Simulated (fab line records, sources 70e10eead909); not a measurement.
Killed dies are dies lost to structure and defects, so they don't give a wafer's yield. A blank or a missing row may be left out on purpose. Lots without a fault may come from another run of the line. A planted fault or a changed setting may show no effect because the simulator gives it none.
A struck lot beside a sound one | flow nand_harc | 41 steps out of a route of 1159
Sound: wafers L368.1, L368.3, L368.6. Struck: wafer L384.6. (L384.1, L384.3 of the same lot were not struck and are left out.) The cause comes at the end.
At each step with rows: each side's tool, then ch and its chambers, then its first start. Under that, the readings that differ: sound wafers | struck wafers | difference of the means | sigmas: that difference in standard deviations of wafers without a fault.
alike: readings whose means differ by less than 2 such deviations, and words and numbers that are the same on both sides. not compared: withheld readings, readings that some wafer has no value for, bounds like >300 that may hide the same value, and numbers for which the record gives no deviation and whose values overlap.
The two part at a step that has a row with sigmas, a row that says differs or no value, or rows on one side only. Numbers that don't overlap but have no deviation are shown without sigmas and don't part them. A reading that every wafer of one side lacks parts them only if that side has two wafers or more.

first, 4 steps without rows for these wafers: NHARC_P_M2_EBR_05; NHARC_P_M2_EXPOSE_06 (exposes mask P M2, target cd 170 nm); NHARC_P_M2_PEB_07 (peb time 65 s); NHARC_P_M2_DEVELOP_08 (develop time 35 s).
NHARC_P_M2_CD_MEAS_09: target cd 170 nm.
  sound on cd_sem-03 ch 0, day 7 04:04; struck on cd_sem-01 ch 0, day 11 04:35
  alike: cd_nm
NHARC_P_M2_OVL_MEAS_10: pitch 340 nm.
  sound on overlay-02, day 7 04:09; struck on overlay-01, day 11 04:41
  alike: overlay_x_nm, overlay_y_nm
NHARC_P_M2_INSPECT_11:
  sound on defect_inspect-01, day 7 04:13; struck on defect_inspect-02, day 11 04:43
  alike: raw_defect_count
then, 1 step without rows for these wafers: NHARC_P_M2_DESCUM_14 (chemistry O2, time 3 s).
NHARC_P_M2_ETCH_35: etches the open film in N2/H2, target depth 40 nm, overetch 12 nm, time 43.94 s.
  sound on rie_diel-01 ch 0,2,3, day 7 04:22; struck on rie_diel-13 ch 2, day 11 04:59
  alike: drypump_motor_current_A, n2_flow_sccm, oes_product_au, rf_vpp_V, showerhead_plenum_p_Torr, throttle_valve_pct
  not compared: rf_hours_counter_h
then, 1 step without rows for these wafers: NHARC_P_M2_ETCH_15 (etches the open film in C4F8/Ar, target depth 182.5 nm, time 91.2 s).
NHARC_P_M2_CD_MEAS_16:
  sound on cd_sem-02, day 7 04:34; struck on cd_sem-01, day 11 05:13
  alike: cd_nm
NHARC_P_M2_STRIP_18: strips in N2/H2.
  sound on rie_diel-13 ch 0,1,2, day 7 04:42; struck on rie_diel-01 ch 0, day 11 05:19
  alike: drypump_motor_current_A, n2_flow_sccm, oes_product_au, rf_vpp_V, showerhead_plenum_p_Torr, throttle_valve_pct
  not compared: rf_hours_counter_h
NHARC_P_M2_ETCH_28: etches the open film in CF4/N2, target depth 30 nm, time 72.99 s.
  sound on rie_diel-13 ch 1,2,3, day 7 04:53; struck on rie_diel-01 ch 3, day 11 05:43
  reading               | sound             | struck | difference | sigmas
  oes_product_au (a.u.) | 0.984 1.015 1.007 | 0.981  | -0.021     | -2
  alike: drypump_motor_current_A, n2_flow_sccm, rf_vpp_V, showerhead_plenum_p_Torr, throttle_valve_pct
  not compared: rf_hours_counter_h
then, 1 step without rows for these wafers: NHARC_P_M2_STRIP_19 (strips in post etch residue remover, time 600 s).
NHARC_P_M2_DEGAS_29: time 60 s.
  sound on pvd_sputter-01, day 7 05:18; struck on pvd_sputter-02, day 11 06:09
  alike: heater_power_w, susceptor_temp_C
then, 2 steps without rows for these wafers: NHARC_P_M2_PRE_CLEAN_30 (time 30 s); NHARC_P_M2_PVD_20 (deposits TaN, target thk 5 nm, time 8.06 s).
NHARC_P_M2_PVD_21: deposits Cu, target thk 30 nm, time 20.49 s.
  sound on pvd_sputter-01; struck on pvd_sputter-02
  alike: substrate_temp_c, throttle_valve_pct
then, 1 step without rows for these wafers: NHARC_P_M2_ECD_22 (material Cu, target thk 400 nm).
NHARC_P_M2_ANNEAL_31: time 90 s.
  sound on rtp_anneal-02 ch 0, day 7 06:04; struck on rtp_anneal-01 ch 0, day 11 06:54
  alike: wafer_temp_C_max
then, 1 step without rows for these wafers: NHARC_P_M2_CMP_23 (polishes, t overpolish 20 s, target thk 144.3 nm).
NHARC_P_M2_THK_MEAS_24: measures by xrf.
  sound on film_metro-01, day 7 06:43; struck on film_metro-01, day 11 07:34
  alike: thk_nm
then, 5 steps without rows for these wafers: NHARC_P_M2_SRD_25; NHARC_P_M2_PRE_CLEAN_32 (time 12 s); NHARC_P_M2_DEP_33 (deposits SiCN, target thk 30 nm); NHARC_P_BONDPAD_DEP_00 (deposits SiCN, target thk 250 nm); NHARC_P_BONDPAD_CMP_32 (polishes SiCN, target thk 200 nm).
NHARC_P_BONDPAD_THK_MEAS_33: measures by ellipsometry.
  sound on film_metro-01, day 7 08:05; struck on film_metro-02, day 11 08:58
  alike: thk_nm
then, 10 steps without rows for these wafers: NHARC_P_BONDPAD_SRD_34; NHARC_P_BONDPAD_DEHYDRATE_01 (time 120 s); NHARC_P_BONDPAD_HMDS_02 (time 30 s); NHARC_P_BONDPAD_COAT_36 (time 65 s); NHARC_P_BONDPAD_COAT_03 (resist thk 600 nm); NHARC_P_BONDPAD_SOFTBAKE_04 (time 70 s); NHARC_P_BONDPAD_EBR_05; NHARC_P_BONDPAD_EXPOSE_06 (exposes mask P BPAD); NHARC_P_BONDPAD_PEB_07 (peb time 80 s); NHARC_P_BONDPAD_DEVELOP_08 (time 50 s).
NHARC_P_BONDPAD_CD_MEAS_09: target cd 500 nm.
  sound on cd_sem-02 ch 0, day 7 08:32; struck on cd_sem-03 ch 0, day 11 09:33
  reading    | sound             | struck | difference | sigmas
  cd_nm (nm) | 499.8 497.4 501.4 | 503.4  | +3.9       | +2
NHARC_P_BONDPAD_OVL_MEAS_38:
  sound on overlay-02, day 7 08:38; struck on overlay-02, day 11 09:38
  alike: overlay_x_nm, overlay_y_nm
-- the record jumps here: 13 days lie between the struck wafers' starts before and after (it left off in module P_BONDPAD and takes up again in module END, whose first step shown is number 1159 of the route) --
NHARC_END_SORT_01:
  the record has rows for the struck wafers here (prober-02 ch 0, day 24 13:32) and none for the sound ones

WHERE THEY PART
First at NHARC_P_M2_ETCH_28; last, within this record, at NHARC_END_SORT_01.

WHY: what the simulator had put in
Chamber particle source: rie_diel-01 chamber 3, from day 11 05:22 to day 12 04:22, at NHARC_P_M2_ETCH_28. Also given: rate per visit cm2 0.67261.
